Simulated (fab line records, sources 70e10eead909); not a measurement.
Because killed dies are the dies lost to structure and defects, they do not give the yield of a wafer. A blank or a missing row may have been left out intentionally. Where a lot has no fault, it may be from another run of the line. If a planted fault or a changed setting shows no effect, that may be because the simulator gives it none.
Chamber matching | flow nand-harc | 4 sister chambers for NHARC_A_CHANNEL_FILL_D2_STRIP_28 on rie-diel-10
The step strips in O2, time 20 s. 4 wafers are shown with their chamber, then 8 later ones without.

## WAFERS WITH THEIR CHAMBER
wafer  | chamber | drypump-motor-current-A (A)
L086.4 | 3       | 5.1
L087.2 | 1       | 5.1
L087.5 | 0       | 6.2
L089.2 | 2       | 6.1

## WAFERS WITH NO CHAMBER GIVEN
wafer  | drypump-motor-current-A (A)
L089.3 | 6.1
L089.4 | 5.2
L094.1 | 5.1
L094.2 | 5.1
L094.4 | 6.1
L096.2 | 5.2
L096.5 | 5.1
L096.6 | 6.2

## WHICH CHAMBER EACH ONE RAN IN
wafer  | from the rows above     | in truth
L089.3 | 2                       | 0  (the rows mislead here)
L089.4 | can't be placed: 1 or 3 | 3
L094.1 | can't be placed: 1 or 3 | 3
L094.2 | can't be placed: 1 or 3 | 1
L094.4 | 2                       | 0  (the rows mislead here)
L096.2 | can't be placed: 1 or 3 | 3
L096.5 | can't be placed: 1 or 3 | 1
L096.6 | 0                       | 0
1 of 8 placed correctly. These rows do not allow placing 5 (true chamber among the candidates in 5). 2 placed wrongly.
How it was worked out, from the rows above alone: a wafer's distance from a chamber is the root of the sum, over the readings, of the square of ((its reading less the chamber's mean) divided by the reading's scatter). The wafer belongs to the nearest chamber; if the next one is less than 2 further off, it can't be placed. A chamber's mean is the mean of its shown wafers. The scatter: with one shown wafer a chamber, the root of the mean of the squares of how far each hidden wafer lies from its nearest shown one.
